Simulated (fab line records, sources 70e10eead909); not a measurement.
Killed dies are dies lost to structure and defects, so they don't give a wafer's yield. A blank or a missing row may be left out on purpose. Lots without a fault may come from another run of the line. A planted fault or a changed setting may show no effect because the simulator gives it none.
Which tool did it? | flow nand_harc | 6 lots, 18 wafers sampled, at 4 steps of a route of 1302

WHAT THE GAUGES READ, wafer by wafer
NHARC_END_SORT_01.
lot  | measured     | on        | killed_open
L921 | day 24 18:47 | prober-02 | 2 0 5
L925 | day 26 04:04 | prober-01 | 2 1 2
L932 | day 29 12:07 | prober-02 | 3 3 3
L935 | day 31 02:25 | prober-02 | 0 2 4

WHICH TOOL RAN EACH LOT (tool, then ch and the chambers of the sampled wafers, then the start)
lot  | NHARC_P_M1_ANNEAL_31             | NHARC_P_M2_PEB_07                 | NHARC_P_M2_STRIP_18
L921 | rtp_anneal-02 ch 0, day 7 00:53  | litho_track-01 ch 0, day 7 03:01  | rie_diel-11 ch 0,1,2, day 7 03:41
L925 | rtp_anneal-01 ch 0, day 8 20:03  | litho_track-01 ch 0, day 8 22:10  | rie_diel-10 ch 0,1,3, day 8 22:48
L932 | rtp_anneal-01 ch 0, day 11 16:43 | litho_track-04 ch 0, day 11 18:45 | rie_diel-10 ch 0,3, day 11 19:23
L935 | rtp_anneal-02 ch 0, day 13 02:06 | litho_track-04 ch 0, day 13 04:15 | rie_diel-11 ch 0,3, day 13 04:55
L937 | rtp_anneal-01 ch 0, day 13 21:40 | litho_track-01 ch 0, day 13 23:45 | rie_diel-11 ch 0,3, day 14 00:23
L941 | rtp_anneal-02 ch 0, day 15 12:21 | litho_track-06 ch 0, day 15 14:21 | rie_diel-09 ch 0,1,3, day 15 15:01
- NHARC_P_M1_ANNEAL_31: time 90 s.
- NHARC_P_M2_PEB_07: peb time 65 s.
- NHARC_P_M2_STRIP_18: strips in N2/H2.

THE ANSWER, worked out from the rows above alone
Rule: what is usual is taken from the lots themselves. Put in order of their means at a reading, lots are off if they are a third of the lots or fewer, leave a main group of 4 or more, and stand apart from it by a gap of 3 or more times the standard deviation of the main group's means; of several such gaps the widest counts. A main group whose means are all the same, to the digits that the tables above print for the reading, isn't used. A lot without any number at a reading at which 4 lots or more have one is off too. The other lots that the step has rows for count as sound.
No lot is off at any reading shown: from this, nothing can be told.

WHAT THE SIMULATOR HAD PUT IN
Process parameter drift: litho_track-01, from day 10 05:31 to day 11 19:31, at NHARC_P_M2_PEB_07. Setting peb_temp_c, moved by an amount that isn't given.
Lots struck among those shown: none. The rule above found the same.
